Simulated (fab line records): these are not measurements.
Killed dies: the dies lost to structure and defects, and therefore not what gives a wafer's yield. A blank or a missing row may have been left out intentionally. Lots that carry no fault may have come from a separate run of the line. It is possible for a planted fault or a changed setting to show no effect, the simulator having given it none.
fab line records	flow nandHarc	part 1 of 2: steps 1 to 4 of 6
record lots=24	wafers=72	lastDay=34
route steps=1302 shown A_CHANNEL_HOLE_D2@589 A_CHANNEL_FILL_D2@620 A_STAIRCASE@682
lots that met no fault: taken from a fault-free run of the same line
startH: hours from the record's first day to the start of the lot's first wafer shown	waitH: hours elapsed since this lot's preceding step	" the same as in the row above	L1.1+2: a single row standing in for several wafers	- value missing, or start not given	* or withheld: withheld	< > ~ a bound
route shown NAME@n: NAME is a module with steps in the file, n the number in the route of the first one	usual: the fault-free wafers' mean and standard deviation	same: alike in all rows	chamber/n: place in a boat	sites: readings site by site	_std_site: how widely they spread, as a standard deviation	_edge_site: mean of outer sites minus mean of inner sites	radiusMm: how far each site lies from the wafer's centre	mask NAME#n: copy n	behind: the most recent tool/chamber to have shaped the wafer	hold: why the lot was held/for how many hours/how that ended	device: whichever transistor did not switch (one of n, p or np)	end of line: tests run on the same wafers once the route is complete	for a step that has no rows: nothing shown but its recipe	killed: the dies lost at the first sort to structure and to defects; this is not the yield of the wafer	map: the dies of a wafer, with x for killed, . for not killed, _ for no die there
set.NAME: the setting as run; set.NAME@STEP: as run at that earlier step	model.NAME: the simulator's own value behind a step, which no gauge read
one table for each step of the route and one row for each wafer, over a sample of lots
services: from which hour (startH, from the record's first day; less than 0 if before it) a tool's chamber was out of use, for how many hours, and why
## steps
# step NHARC_A_CHANNEL_HOLE_D2_ETCH_16
# recipe targetDepthA=31000	overEtchFrac=0.3	timeS=806	ionEnergyEv=150	o2FlowSccm=400	cosFlowSccm=20	arFlowSccm=0	rfW=500	biasW=300	chemistry=O2/COS
# usual drypumpMotorCurrentA=5.8/0.42	oesProductAu=0.999/0.012	rfVppV=312.7/2	showerheadPlenumPTorr=3.03/0.13	throttleValvePct=28.329/0.0084
lot.wafer	tool	chamber	startH	waitH	drypumpMotorCurrentA	oesProductAu	rfHoursCounterH	rfVppV	showerheadPlenumPTorr	throttleValvePct
L074.2	rieDiel-13	0	-	-	5.0	1.010	7.2	312.6	2.97	28.338
L074.4	"	1	"	"	5.8	1.006	6.2	313.4	2.94	28.324
L074.5	"	3	"	"	6.6	0.984	-	312.4	2.93	28.343
L075.3	rieDiel-10	1	-	-	6.2	1.006	1.7	314.6	3.18	28.318
L075.2	"	0	"	"	5.8	1.031	1.3	311.8	2.91	28.341
L075.6	"	2	"	"	5.9	1.005	-	313.0	3.02	28.322
L076.3	rieDiel-10	0	-	-	5.8	0.996	3.0	312.1	2.91	28.330
L076.1	"	1	"	"	6.2	0.989	3.3	315.2	3.18	28.340
L076.2	"	2	"	"	5.9	1.010	3.5	312.6	3.02	28.332
L078.2	rieDiel-07	2	-	-	5.9	0.979	1.1	315.9	3.33	28.327
L078.6	"	2	"	"	5.9	0.983	-	316.1	3.33	28.334
L078.4	"	0	"	"	6.2	0.996	-	312.3	3.00	28.314
L077.1	rieDiel-13	1	-	-	5.8	1.018	8.9	312.5	2.94	28.332
L077.4	"	2	"	"	6.3	0.994	9.4	312.2	2.93	28.334
L077.5	"	1	"	"	5.8	1.011	-	310.5	2.94	28.325
L079.2	rieDiel-07	3	-	-	5.6	1.000	1.5	310.8	2.98	28.326
L079.1	"	0	"	"	6.2	0.989	2.4	311.2	3.00	28.333
L079.4	"	1	"	"	5.1	1.025	-	312.7	2.94	28.337
L080.2	rieDiel-10	2	-	-	5.9	0.998	5.3	313.2	3.02	28.332
L080.1	"	3	"	"	5.7	1.003	5.4	316.9	3.23	28.319
L080.6	"	0	"	"	5.7	1.008	-	311.3	2.91	28.328
L081.3	rieDiel-07	0	-	-	6.2	1.003	3.6	312.4	3.00	28.320
L081.4	"	1	"	"	5.1	1.029	3.5	311.4	2.93	28.330
L081.1	"	2	"	"	5.9	0.988	2.6	317.6	3.33	28.348
L082.4	rieDiel-07	1	-	-	5.1	1.028	4.2	311.4	2.93	28.338
L082.6	"	2	"	"	5.8	0.993	-	316.7	3.33	28.321
L082.5	"	3	"	"	5.6	0.992	-	311.4	2.97	28.326
L083.3	rieDiel-07	2	-	-	5.9	0.998	4.6	317.6	3.33	28.328
L083.6	"	3	"	"	5.6	0.998	-	311.8	2.97	28.330
L083.5	"	0	"	"	6.2	1.003	-	312.9	3.00	28.322
L084.2	rieDiel-10	2	-	-	5.9	1.001	9.7	313.2	3.01	28.314
L084.5	"	2	"	"	5.9	1.008	-	313.0	3.01	28.321
L084.6	"	3	"	"	5.7	1.009	-	316.1	3.23	28.323
L085.4	rieDiel-10	1	-	-	6.2	0.987	7.6	312.8	3.18	28.328
L085.3	"	2	"	"	5.9	0.994	10.3	312.2	3.01	28.345
L085.5	"	1	"	"	6.2	0.987	-	313.3	3.18	28.323
L086.1	rieDiel-07	3	-	-	5.6	0.985	6.4	311.2	2.97	28.323
L086.3	"	0	"	"	6.2	0.978	6.8	312.0	3.00	28.321
L086.6	"	0	"	"	6.2	0.981	-	311.7	3.00	28.325
L087.1	rieDiel-13	0	442.96	-	5.0	0.988	4.5	313.3	2.97	28.334
L087.3	"	1	"	"	5.8	1.018	4.1	311.5	2.94	28.314
L087.5	"	1	"	"	5.8	1.011	-	311.5	2.94	28.335
L088.4	rieDiel-13	2	-	-	6.3	1.001	4.2	311.1	2.93	28.331
L088.1	"	3	"	"	6.5	1.001	4.3	312.0	2.93	28.313
L088.3	"	0	"	"	5.0	0.995	5.1	312.6	2.96	28.314
L089.3	rieDiel-07	2	-	-	5.9	0.968	6.8	316.4	3.32	28.335
L089.2	"	0	"	"	6.2	0.984	7.8	312.3	3.00	28.332
L089.4	"	1	"	"	5.0	1.017	7.5	311.9	2.93	28.314
L090.2	rieDiel-10	3	-	-	5.7	0.996	1.8	315.0	3.22	28.333
L090.1	"	0	"	"	5.8	1.014	1.3	310.6	2.91	28.315
L090.6	"	2	"	"	5.9	1.002	-	310.6	3.01	28.331
L091.2	rieDiel-10	3	-	-	5.7	0.998	3.6	315.2	3.22	28.326
L091.4	"	2	"	"	5.9	0.996	3.5	311.2	3.01	28.330
L091.5	"	3	"	"	5.7	0.995	-	314.9	3.22	28.332
L092.2	rieDiel-13	0	-	-	5.1	1.003	8.0	312.5	2.96	28.326
L092.1	"	1	"	"	5.8	1.020	7.3	310.9	2.94	28.312
L092.4	"	2	"	"	6.3	0.996	6.3	310.5	2.93	28.320
L093.3	rieDiel-13	1	-	-	5.8	1.009	7.6	312.2	2.94	28.321
L093.4	"	3	"	"	6.5	0.989	7.5	311.3	2.92	28.324
L093.5	"	2	"	"	6.3	0.994	-	312.0	2.93	28.319
L094.1	rieDiel-07	3	-	-	5.6	0.996	0.4	311.1	2.97	28.326
L094.4	"	0	"	"	6.2	0.986	0.4	313.8	2.99	28.336
L094.3	"	1	"	"	5.0	0.981	0.4	312.5	2.93	28.342
L095.4	rieDiel-13	2	-	-	6.3	1.004	8.1	311.7	2.93	28.331
L095.5	"	2	"	"	6.3	1.007	-	313.0	2.93	28.329
L095.6	"	3	"	"	6.5	0.979	-	310.4	2.92	28.336
L096.2	rieDiel-10	2	-	-	5.9	1.004	6.2	311.7	3.01	28.316
L096.1	"	0	"	"	5.8	1.007	5.4	311.2	2.91	28.332
L096.5	"	1	"	"	6.2	0.981	-	314.0	3.18	28.331
L097.2	rieDiel-07	2	-	-	5.9	1.014	2.8	316.2	3.32	28.335
L097.4	"	0	"	"	6.2	1.010	2.2	311.2	2.99	28.336
L097.6	"	2	"	"	5.8	1.018	-	316.0	3.32	28.326
# step NHARC_A_CHANNEL_HOLE_D2_ETCH_24
# recipe biasV=5000	sourceW=withheld	pressureMtorr=20	timeS=906.2	arFlowSccm=375	c4f8FlowSccm=93.8	o2FlowSccm=31.2	tempC=-20	targetDepthA=15000	chemistry=C4F8/O2/Ar
# usual drypumpMotorCurrentA=5.5/0.4	showerheadPlenumPTorr=3.64/0.14	throttleValvePct=32.235/0.0093
lot.wafer	tool	chamber	startH	waitH	drypumpMotorCurrentA	rfHoursCounterH	showerheadPlenumPTorr	throttleValvePct
L074.2	harEtch-02	1	295.26	0.6	5.0	356	3.51	32.237
L074.4	"	0	"	"	5.9	-	3.73	32.227
L074.5	"	0	"	"	5.9	-	3.73	32.245
L075.2	harEtch-01	1	296.22	0.6	5.9	159	3.69	32.238
L075.3	"	0	"	"	5.3	-	3.52	32.224
L075.6	"	0	"	"	5.3	-	3.52	32.240
L076.2	harEtch-01	0	317.68	0.6	5.3	170	3.51	32.244
L076.1	"	1	"	"	5.9	170	3.69	32.232
L076.3	"	1	"	"	5.9	-	3.69	32.229
L078.2	harEtch-02	0	331.41	0.6	5.9	372	3.72	32.228
L078.4	"	0	"	"	5.9	-	3.72	32.245
L078.6	"	1	"	"	4.9	-	3.50	32.230
L077.1	harEtch-01	1	336.88	0.6	5.9	178	3.68	32.241
L077.4	"	0	"	"	5.3	-	3.51	32.241
L077.5	"	1	"	"	5.9	-	3.68	32.255
L079.1	harEtch-02	0	352.72	0.6	5.9	387	3.71	32.242
L079.2	"	1	"	"	4.9	387	3.49	32.225
L079.4	"	0	"	"	5.9	-	3.71	32.232
L080.2	harEtch-01	0	354.94	0.6	5.3	189	3.50	32.241
L080.1	"	1	"	"	5.9	189	3.68	32.232
L080.6	"	1	"	"	5.9	-	3.68	32.246
L081.1	harEtch-01	0	365.15	0.6	5.3	193	3.50	32.245
L081.3	"	0	"	"	5.3	-	3.50	32.248
L081.4	"	1	"	"	5.9	-	3.67	32.227
L082.4	harEtch-01	0	373.37	0.6	5.3	-	3.50	32.232
L082.5	"	0	"	"	5.3	-	3.50	32.225
L082.6	"	1	"	"	5.9	-	3.67	32.233
L083.3	harEtch-01	1	385.78	0.6	5.9	-	3.67	32.244
L083.6	"	0	"	"	5.3	-	3.49	32.238
L083.5	"	1	"	"	5.9	-	3.67	32.244
L084.2	harEtch-02	0	399.41	0.6	5.9	2	3.70	32.225
L084.5	"	1	"	"	4.9	-	3.93	32.216
L084.6	"	0	"	"	5.9	-	3.70	32.222
L085.4	harEtch-01	0	401.26	0.6	5.3	-	3.48	32.242
L085.3	"	1	"	"	5.9	-	3.66	32.242
L085.5	"	0	"	"	5.3	-	3.48	32.233
L086.1	harEtch-02	0	423.55	0.6	5.9	17	3.69	32.242
L086.3	"	0	"	"	5.9	-	3.69	32.229
L086.6	"	0	"	"	5.9	-	3.69	32.243
L087.1	harEtch-02	0	445.88	0.6	5.9	25	3.69	32.231
L087.3	"	0	"	"	5.9	-	3.69	32.245
L087.5	"	1	"	"	4.9	-	3.91	32.242
L088.1	harEtch-01	1	449.83	0.6	5.9	250	3.64	32.228
L088.4	"	1	"	"	5.9	-	3.64	32.223
L088.3	"	0	"	"	5.3	-	3.47	32.238
L089.2	harEtch-01	1	454.13	0.6	5.9	254	3.64	32.252
L089.3	"	0	"	"	5.3	-	3.47	32.243
L089.4	"	1	"	"	5.9	-	3.64	32.239
L090.2	harEtch-02	0	460.41	0.6	5.9	37	3.68	32.236
L090.1	"	1	"	"	4.9	37	3.91	32.229
L090.6	"	0	"	"	5.9	-	3.68	32.209
L091.2	harEtch-01	1	469.19	0.6	5.8	265	3.63	32.234
L091.4	"	0	"	"	5.3	-	3.46	32.215
L091.5	"	0	"	"	5.3	-	3.46	32.254
L092.2	harEtch-02	1	483.46	0.6	5.0	52	3.90	32.242
L092.1	"	0	"	"	5.9	52	3.67	32.231
L092.4	"	0	"	"	5.9	-	3.67	32.240
L093.3	harEtch-01	0	487.08	0.6	5.3	-	3.46	32.233
L093.4	"	1	"	"	5.9	-	3.63	32.244
L093.5	"	0	"	"	5.3	-	3.46	32.215
L094.1	harEtch-01	0	490.96	0.6	5.3	280	3.45	32.239
L094.4	"	0	"	"	5.3	-	3.45	32.240
L094.3	"	1	"	"	5.9	-	3.63	32.234
L095.4	harEtch-02	1	509.92	0.6	4.9	-	3.89	32.247
L095.5	"	1	"	"	4.9	-	3.89	32.225
L095.6	"	0	"	"	5.9	-	3.67	32.235
L096.2	harEtch-01	1	513.42	0.6	5.9	292	3.62	32.234
L096.1	"	0	"	"	5.3	292	3.45	32.218
L096.5	"	0	"	"	5.3	-	3.45	32.229
L097.2	harEtch-02	1	537.39	0.6	5.0	82	3.88	32.230
L097.4	"	1	"	"	4.9	-	3.88	32.242
L097.6	"	0	"	"	5.9	-	3.66	32.225
# step NHARC_A_CHANNEL_HOLE_D2_ETCH_26
# recipe biasV=300	sourceW=2000	pressureMtorr=30	timeS=224.1	arFlowSccm=375	c4f8FlowSccm=11.4	o2FlowSccm=113.6	tempC=-20	targetDepthA=3000	chemistry=C4F8/O2/Ar
# usual drypumpMotorCurrentA=5.5/0.39	showerheadPlenumPTorr=3.69/0.15	throttleValvePct=24.584/0.01
lot.wafer	tool	chamber	startH	waitH	drypumpMotorCurrentA	rfHoursCounterH	showerheadPlenumPTorr	throttleValvePct
L074.2	harEtch-02	1	296.90	0.7	4.9	358	3.54	24.574
L074.4	"	0	"	"	5.9	-	3.78	24.570
L074.5	"	0	"	"	5.9	-	3.78	24.588
L075.2	harEtch-01	1	297.79	0.6	5.9	160	3.74	24.571
L075.3	"	0	"	"	5.3	-	3.56	24.580
L075.6	"	0	"	"	5.3	-	3.56	24.575
L076.2	harEtch-01	0	319.33	0.7	5.3	172	3.55	24.586
L076.1	"	1	"	"	5.9	172	3.74	24.597
L076.3	"	1	"	"	5.9	-	3.74	24.576
L078.2	harEtch-02	0	332.96	0.6	5.9	373	3.77	24.574
L078.4	"	0	"	"	5.9	-	3.77	24.597
L078.6	"	1	"	"	5.0	-	3.54	24.592
L077.1	harEtch-01	1	338.42	0.6	5.9	179	3.73	24.601
L077.4	"	0	"	"	5.3	-	3.55	24.585
L077.5	"	1	"	"	5.9	-	3.73	24.602
L079.1	harEtch-02	0	354.35	0.7	5.9	388	3.76	24.591
L079.2	"	1	"	"	5.0	388	3.53	24.587
L079.4	"	0	"	"	5.9	-	3.76	24.615
L080.2	harEtch-01	0	356.60	0.7	5.3	191	3.54	24.586
L080.1	"	1	"	"	5.9	191	3.72	24.583
L080.6	"	1	"	"	5.9	-	3.73	24.574
L081.1	harEtch-01	0	366.80	0.7	5.3	195	3.54	24.586
L081.3	"	0	"	"	5.3	-	3.54	24.580
L081.4	"	1	"	"	5.9	-	3.72	24.589
L082.4	harEtch-01	0	374.83	0.5	5.3	-	3.53	24.577
L082.5	"	0	"	"	5.3	-	3.53	24.574
L082.6	"	1	"	"	5.9	-	3.72	24.582
L083.3	harEtch-01	1	387.15	0.4	5.9	-	3.71	24.605
L083.6	"	0	"	"	5.3	-	3.53	24.590
L083.5	"	1	"	"	5.9	-	3.71	24.595
L084.2	harEtch-02	0	400.98	0.6	5.9	4	3.75	24.588
L084.5	"	1	"	"	4.9	-	3.99	24.579
L084.6	"	0	"	"	5.9	-	3.75	24.593
L085.4	harEtch-01	0	402.72	0.5	5.3	-	3.52	24.592
L085.3	"	1	"	"	5.9	-	3.71	24.574
L085.5	"	0	"	"	5.3	-	3.52	24.585
L086.1	harEtch-02	0	425.20	0.7	5.9	19	3.74	24.564
L086.3	"	0	"	"	5.9	-	3.74	24.576
L086.6	"	0	"	"	5.9	-	3.74	24.584
L087.1	harEtch-02	0	447.42	0.6	5.9	27	3.74	24.570
L087.3	"	0	"	"	5.9	-	3.74	24.577
L087.5	"	1	"	"	4.9	-	3.98	24.577
L088.1	harEtch-01	1	451.49	0.7	5.9	252	3.69	24.571
L088.4	"	1	"	"	5.9	-	3.69	24.571
L088.3	"	0	"	"	5.3	-	3.51	24.585
L089.2	harEtch-01	1	455.68	0.6	5.9	255	3.69	24.591
L089.3	"	0	"	"	5.3	-	3.50	24.581
L089.4	"	1	"	"	5.9	-	3.69	24.575
L090.2	harEtch-02	0	462.05	0.7	5.9	38	3.73	24.577
L090.1	"	1	"	"	4.9	38	3.97	24.598
L090.6	"	0	"	"	5.9	-	3.73	24.574
L091.2	harEtch-01	1	470.81	0.7	5.9	267	3.68	24.585
L091.4	"	0	"	"	5.3	-	3.50	24.584
L091.5	"	0	"	"	5.3	-	3.50	24.584
L092.2	harEtch-02	1	485.10	0.7	5.0	54	3.96	24.586
L092.1	"	0	"	"	5.9	54	3.72	24.589
L092.4	"	0	"	"	5.9	-	3.72	24.594
L093.3	harEtch-01	0	488.52	0.5	5.3	-	3.49	24.577
L093.4	"	1	"	"	5.9	-	3.68	24.579
L093.5	"	0	"	"	5.3	-	3.49	24.583
L094.1	harEtch-01	0	492.61	0.7	5.3	282	3.49	24.568
L094.4	"	0	"	"	5.2	-	3.49	24.599
L094.3	"	1	"	"	5.9	-	3.67	24.557
L095.4	harEtch-02	1	511.38	0.5	4.9	-	3.95	24.579
L095.5	"	1	"	"	4.9	-	3.95	24.590
L095.6	"	0	"	"	5.9	-	3.71	24.588
L096.2	harEtch-01	1	515.06	0.7	5.9	294	3.67	24.587
L096.1	"	0	"	"	5.3	294	3.48	24.578
L096.5	"	0	"	"	5.3	-	3.48	24.592
L097.2	harEtch-02	1	539.03	0.7	4.9	84	3.94	24.589
L097.4	"	1	"	"	4.9	-	3.94	24.576
L097.6	"	0	"	"	5.9	-	3.71	24.581
# step NHARC_A_CHANNEL_FILL_D2_ETCHBACK_20
# recipe targetDepthA=270	timeS=13.5	c4f8FlowSccm=withheld	o2FlowSccm=8	arFlowSccm=withheld	rfW=600	biasW=1500	chemistry=C4F8/O2/Ar
# usual oesProductAu=0.983/0.028	rfVppV=977/5.7
lot.wafer	tool	chamber	startH	waitH	oesProductAu	rfHoursCounterH	rfVppV
L075.2	rieDiel-11	1	325.20	-	0.980	2	976
L075.3	"	2	"	"	1.002	2	979
L075.6	"	0	"	"	0.980	-	987
L074.4	rieDiel-02	0	325.21	-	0.914	21	977
L074.2	"	1	"	"	0.909	20	969
L074.5	"	1	"	"	0.899	-	969
L076.1	rieDiel-11	1	345.80	-	0.988	3	977
L076.3	"	2	"	"	1.008	3	978
L076.2	"	0	"	"	0.992	3	987
L078.4	rieDiel-11	0	359.49	-	0.982	4	987
L078.2	"	2	"	"	1.008	4	978
L078.6	"	0	"	"	0.984	-	987
L077.1	rieDiel-04	3	364.87	-	0.985	0	970
L077.4	"	1	"	"	0.985	0	975
L077.5	"	3	"	"	0.991	-	970
L080.1	rieDiel-02	1	380.65	-	0.974	32	970
L080.2	"	3	"	"	0.986	32	967
L080.6	"	1	"	"	1.000	-	970
L079.2	rieDiel-04	1	380.65	-	0.982	0	973
L079.1	"	2	"	"	0.986	0	976
L079.4	"	3	"	"	0.976	0	971
L081.1	rieDiel-02	1	393.41	-	0.992	34	970
L081.3	"	2	"	"	0.995	29	974
L081.4	"	0	"	"	0.994	35	977
L082.4	rieDiel-11	2	400.66	-	0.945	4	977
L082.6	"	3	"	"	1.001	-	976
L082.5	"	0	"	"	0.996	-	987
L083.3	rieDiel-04	1	413.96	-	0.921	1	974
L083.6	"	2	"	"	0.927	-	976
L083.5	"	3	"	"	0.920	-	971
L085.4	rieDiel-04	1	427.11	-	0.999	2	974
L085.3	"	3	"	"	0.996	2	970
L085.5	"	2	"	"	0.992	-	977
L084.2	rieDiel-11	3	427.14	-	0.971	5	977
L084.5	"	0	"	"	1.008	-	987
L084.6	"	3	"	"	0.973	-	976
L086.3	rieDiel-04	2	454.68	-	0.998	3	975
L086.1	"	0	"	"	1.030	2	986
L086.6	"	3	"	"	0.995	-	970
L087.3	rieDiel-11	1	473.30	-	0.985	1	975
L087.1	"	2	"	"	0.991	1	977
L087.5	"	2	"	"	0.992	-	978
L088.4	rieDiel-11	3	479.84	-	1.022	2	977
L088.1	"	0	"	"	0.990	2	986
L088.3	"	2	"	"	1.006	2	980
L089.2	rieDiel-04	2	479.85	-	0.997	4	975
L089.4	"	0	"	"	1.011	4	987
L089.3	"	1	"	"	0.985	3	975
L090.2	rieDiel-11	3	489.25	-	1.020	2	977
L090.1	"	0	"	"	0.979	2	987
L090.6	"	1	"	"	0.988	-	976
L091.4	rieDiel-04	0	497.14	-	1.004	4	986
L091.2	"	2	"	"	0.978	4	975
L091.5	"	0	"	"	1.006	-	987
L092.1	rieDiel-11	0	511.92	-	0.988	3	986
L092.2	"	1	"	"	0.985	2	976
L092.4	"	2	"	"	1.009	3	979
L093.3	rieDiel-04	3	515.90	-	0.993	5	970
L093.4	"	1	"	"	0.962	4	974
L093.5	"	3	"	"	0.987	-	969
L094.4	rieDiel-11	1	521.23	-	1.001	2	976
L094.3	"	2	"	"	1.003	3	976
L094.1	"	0	"	"	0.990	3	986
L096.2	rieDiel-11	2	542.71	-	0.971	3	977
L096.1	"	1	"	"	0.956	3	976
L096.5	"	2	"	"	0.965	-	978
L095.4	rieDiel-04	2	542.73	-	0.989	0	976
L095.5	"	0	"	"	0.995	-	987
L095.6	"	1	"	"	0.983	-	974
L097.2	rieDiel-04	2	567.19	-	0.931	1	974
L097.4	"	3	"	"	0.924	1	970
L097.6	"	1	"	"	0.938	-	973
